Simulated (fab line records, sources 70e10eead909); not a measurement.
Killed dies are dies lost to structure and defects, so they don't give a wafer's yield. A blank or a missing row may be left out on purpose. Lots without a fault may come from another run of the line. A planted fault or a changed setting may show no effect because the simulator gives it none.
Which tool did it? | flow nand_harc | 11 lots, 33 wafers sampled, at 6 steps of a route of 1159

WHAT THE GAUGES READ, wafer by wafer
NHARC_A_M0_OVL_MEAS_10: pitch 160 nm.
lot  | measured     | on         | overlay_x_nm (nm)
L074 | day 18 00:10 | overlay-02 | -1.5 -2.0 -1.4
L078 | day 18 05:06 | overlay-01 | -1.3 -0.9 -0.9
L079 | day 18 21:58 | overlay-02 | 0.7 1.3 1.1
L082 | day 19 18:10 | overlay-01 | -1.0 -0.8 -0.1
L084 | day 19 20:47 | overlay-02 | -0.9 -0.8 -0.9
L088 | day 20 20:34 | overlay-01 | -1.3 -1.8 -1.1
L089 | day 21 00:37 | overlay-01 | -1.8 -1.6 -1.8
L092 | day 21 14:59 | overlay-02 | 0.6 0.4 0.3
L090 | day 22 07:27 | overlay-01 | 0.3 -0.3 -0.3
L095 | day 22 20:50 | overlay-02 | 0.4 -0.2 -0.1
L094 | day 23 12:41 | overlay-02 | 0.0 0.3 -0.3

WHICH TOOL RAN EACH LOT (tool, then ch and the chambers of the sampled wafers, then the start)
lot  | NHARC_A_CONTACT_STRIP_82                      | NHARC_A_CONTACT_ETCH_137             | NHARC_A_CONTACT_ETCH_92            | NHARC_A_CONTACT_ETCH_110           | NHARC_A_CONTACT_CVD_19
L074 | rie_diel-13 ch 0,1,2, day 17 03:49 or earlier | har_cap_etch-02 ch 0,1, day 17 03:49 | rie_diel-02 ch 1,2,3, day 17 04:26 | rie_diel-02 ch 1,2,3, day 17 04:57 | cvd_w-02 ch 0,1, day 18 00:10 or earlier
L078 | rie_diel-05 ch 0,1,2, day 17 11:13 or earlier | har_cap_etch-01 ch 0,1, day 17 11:13 | rie_diel-05 ch 0,1,3, day 17 11:51 | rie_diel-05 ch 1,2,3, day 17 12:22 | cvd_w-01 ch 0,1, day 18 05:06 or earlier
L079 | rie_diel-05 ch 0,1, day 18 11:29 or earlier   | har_cap_etch-03 ch 0,1, day 18 11:29 | rie_diel-13 ch 0,1,2, day 18 12:08 | rie_diel-13 ch 0,1, day 18 12:38   | cvd_w-02 ch 0,1, day 18 21:58 or earlier
L082 | rie_diel-13 ch 0,1,2, day 19 01:26 or earlier | har_cap_etch-02 ch 0,1, day 19 01:26 | rie_diel-02 ch 0,2,3, day 19 02:06 | rie_diel-02 ch 0,2,3, day 19 02:43 | cvd_w-01 ch 0,1, day 19 18:10 or earlier
L084 | rie_diel-05 ch 0,2, day 19 11:56 or earlier   | har_cap_etch-02 ch 0,1, day 19 11:56 | rie_diel-13 ch 0,2, day 19 12:33   | rie_diel-13 ch 1,2, day 19 13:08   | cvd_w-01 ch 0,1, day 19 20:47 or earlier
L088 | rie_diel-05 ch 1,2,3, day 19 22:35 or earlier | har_cap_etch-02 ch 0,1, day 19 22:35 | rie_diel-05 ch 0,2,3, day 19 23:29 | rie_diel-05 ch 0,1,2, day 20 00:01 | cvd_w-01 ch 1, day 20 20:34 or earlier
L089 | rie_diel-05 ch 2,3, day 20 08:36 or earlier   | har_cap_etch-02 ch 0,1, day 20 08:36 | rie_diel-13 ch 0,1,3, day 20 09:13 | rie_diel-13 ch 1,2, day 20 09:46   | cvd_w-01 ch 0,1, day 21 00:37 or earlier
L092 | rie_diel-05 ch 1,2,3, day 20 23:46 or earlier | har_cap_etch-03 ch 0, day 20 23:46   | rie_diel-13 ch 2,3, day 21 00:26   | rie_diel-05 ch 0,1,2, day 21 00:56 | cvd_w-02 ch 1, day 21 14:59 or earlier
L090 | rie_diel-05 ch 0,1, day 21 05:46 or earlier   | har_cap_etch-03 ch 0,1, day 21 05:46 | rie_diel-05 ch 0,1,3, day 21 06:24 | rie_diel-02 ch 1,2, day 21 07:24   | cvd_w-02 ch 0,1, day 22 07:27 or earlier
L095 | rie_diel-05 ch 0,1,3, day 22 12:32 or earlier | har_cap_etch-02 ch 0,1, day 22 12:32 | rie_diel-02 ch 1,2, day 22 13:10   | rie_diel-02 ch 0,3, day 22 13:41   | cvd_w-01 ch 0,1, day 22 20:50 or earlier
L094 | rie_diel-05 ch 1,2,3, day 22 20:48 or earlier | har_cap_etch-03 ch 0,1, day 22 20:48 | rie_diel-02 ch 0,3, day 22 21:27   | rie_diel-02 ch 0,1,2, day 22 22:00 | cvd_w-02 ch 0,1, day 23 12:41 or earlier
- NHARC_A_CONTACT_STRIP_82: strips in O2.
- NHARC_A_CONTACT_ETCH_137: etches the open film in C4F8/O2/Ar, time 132 s, target depth 1287 nm.
- NHARC_A_CONTACT_ETCH_92: etches the open film in CH3F/O2, target depth 40 nm, time 85.7 s.
- NHARC_A_CONTACT_ETCH_110: etches the open film in CF4/O2, target depth 50 nm, overetch 5 nm, time 27.5 s.
- NHARC_A_CONTACT_CVD_19: deposits W, target thk 300 nm, time 802 s.

THE ANSWER, worked out from the rows above alone
Rule: what is usual is taken from the lots themselves. Put in order of their means at a reading, lots are off if they are a third of the lots or fewer, leave a main group of 4 or more, and stand apart from it by a gap of 3 or more times the standard deviation of the main group's means; of several such gaps the widest counts. A main group whose means are all the same, to the digits that the tables above print for the reading, isn't used. A lot without any number at a reading at which 4 lots or more have one is off too. The other lots that the step has rows for count as sound.
No lot is off at any reading shown: from this, nothing can be told.

WHAT THE SIMULATOR HAD PUT IN
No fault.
